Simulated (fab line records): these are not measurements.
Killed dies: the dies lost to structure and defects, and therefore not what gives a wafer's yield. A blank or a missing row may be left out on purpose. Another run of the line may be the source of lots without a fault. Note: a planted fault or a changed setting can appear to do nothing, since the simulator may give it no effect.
A lot that was struck, set against a sound lot    flow n5_finfet    18 steps out of a route of 1938
Sound: these wafers, L423.1, L423.3, L423.5. Wafers struck: L430.2, L430.3, L430.5. At the end, the cause is stated.
Per side, at each step with rows, come the tool, then ch with its chambers, and then its first start. Under that, the readings that differ: sound wafers    struck wafers    difference of the means    sigmas: that difference in standard deviations of wafers without a fault.
alike: readings whose means differ by less than 2 such deviations, and words and numbers that are the same on both sides. not compared: withheld readings, readings that some wafer has no value for, bounds like >300 that may hide the same value, and numbers for which the record gives no deviation and whose values overlap.
Wherever a step has rows on one side only, a row that says differs or no value, or a row with sigmas, the two part there. Non-overlapping numbers with no deviation appear without sigmas and do not part them. Lack of a reading on every wafer of one side parts them only where that side has two or more wafers.

first, 6 steps without rows for these wafers: N5_BEOL_M8_COAT_22 (resist thk 30 nm); N5_BEOL_M8_EBR_24; N5_BEOL_M8_SOFTBAKE_23 (time 60 s); N5_BEOL_M8_EXPOSE_25 (exposes mask V7, target cd 40 nm); N5_BEOL_M8_PEB_26 (peb time 60 s); N5_BEOL_M8_DEVELOP_27 (develop time 30 s).
N5_BEOL_M8_CD_MEAS_28: target cd 40 nm.
  sound on cd_sem-03 ch 0, day 11 03:53; struck on cd_sem-02 ch 0, day 12 22:58
  alike: cd_nm
N5_BEOL_M8_OVL_MEAS_29:
  sound on overlay-02 ch 0, day 11 03:55; struck on overlay-02 ch 0, day 12 22:59
  alike: V7_OVL
N5_BEOL_M8_INSPECT_30: inspects for defects (brightfield).
  struck on defect_inspect-01, day 12 23:03; sound on defect_inspect-01, day 11 03:58
  alike: raw_defect_count
N5_BEOL_M8_DESCUM_33: chemistry O2, time 7 s.
  sound on rie_diel-04 ch 2,3, day 11 04:00; struck on rie_diel-04 ch 0,3, day 12 23:05
  alike: drypump_motor_current_A, o2_flow_sccm, oes_product_au, rf_vpp_V, showerhead_plenum_p_Torr, throttle_valve_pct
  not compared: rf_hours_counter_h
N5_BEOL_M8_ETCH_72: etches underlayer in N2/H2, target depth 6.5 nm, time 5.2 s.
  sound on rie_diel-04 ch 2,3, day 11 04:02; struck on rie_diel-04 ch 0,3, day 12 23:07
  alike: drypump_motor_current_A, etch_rf_on_time_s, h2_flow_sccm, oes_product_au, rf_fwd_power_W, rf_vpp_V, showerhead_plenum_p_Torr, throttle_valve_pct
  not compared: rf_hours_counter_h
N5_BEOL_M8_ETCH_65: etches SiARC in CF4, target depth 15.6 nm, time 26 s.
  sound on rie_diel-04 ch 2,3, day 11 04:03; struck on rie_diel-04 ch 0,3, day 12 23:08
  alike: cf4_flow_sccm, drypump_motor_current_A, etch_rf_on_time_s, mfc_ar_sccm, oes_product_au, rf_fwd_power_W, rf_vpp_V, showerhead_plenum_p_Torr, throttle_valve_pct
  not compared: rf_hours_counter_h
N5_BEOL_M8_ETCH_66: etches SOC in N2/H2, target depth 80 nm, overetch 16 nm, time 120 s.
  sound on rie_diel-04 ch 2,3, day 11 04:05; struck on rie_diel-04 ch 0,3, day 12 23:10
reading                                     sound              struck             difference  sigmas
rf_fwd_power_W (W)                          833.7 833.6 833.1  630.4 635.2 634.4  -200.1      -69
rf_vpp_V (V)                                523.8 520.1 523.8  571.2 570.4 571.9  +48.6       +20
model.SiARC_of_BEOL_M8_COAT_64.thk_nm (nm)  6.4 6.6 6.4        7.2 7.2 7.2        +0.7        
  alike: drypump_motor_current_A, h2_flow_sccm, oes_product_au, showerhead_plenum_p_Torr, throttle_valve_pct
  not compared: rf_hours_counter_h, model.BEOL_M8.cd_nm
then, 2 steps without rows for these wafers: N5_BEOL_M8_STRIP_69 (strips in N2/H2); N5_BEOL_M8_STRIP_73 (strips in N2/H2).
N5_BEOL_M8_VIA_ETCH_34: etches SiCOH lowk in C4F6/O2, target depth 125.5 nm, time 50.5 s.
  sound on rie_diel-04 ch 2,3, day 11 04:11; struck on rie_diel-04 ch 0,3, day 12 23:16
  alike: O2_flow_sccm, drypump_motor_current_A, mfc_ar_sccm, oes_f_703_au, oes_product_au, rf_fwd_power_W, rf_vpp_V, showerhead_plenum_p_Torr, throttle_valve_pct
  not compared: rf_hours_counter_h, model.BEOL_M8.cd_nm
then, 1 step without rows for these wafers: N5_BEOL_M8_STRIP_76 (strips in C4F6/O2).
-- here the record skips 3 days between the struck wafers' starts before and after, leaving off in module BEOL_M8 and picking up in module PASSIVATION (first step shown: number 1936 of the route) --
N5_PASSIVATION_PROBE_49:
  the record has rows for the struck wafers here (prober-02, day 15 13:52) and none for the sound ones

## WHERE THEY PART
Earliest at N5_BEOL_M8_ETCH_66; latest, in this record, at N5_PASSIVATION_PROBE_49.

WHY: the cause the simulator had injected
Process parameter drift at N5_BEOL_M8_ETCH_66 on rie_diel-04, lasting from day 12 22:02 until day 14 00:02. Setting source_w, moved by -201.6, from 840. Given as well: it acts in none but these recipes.
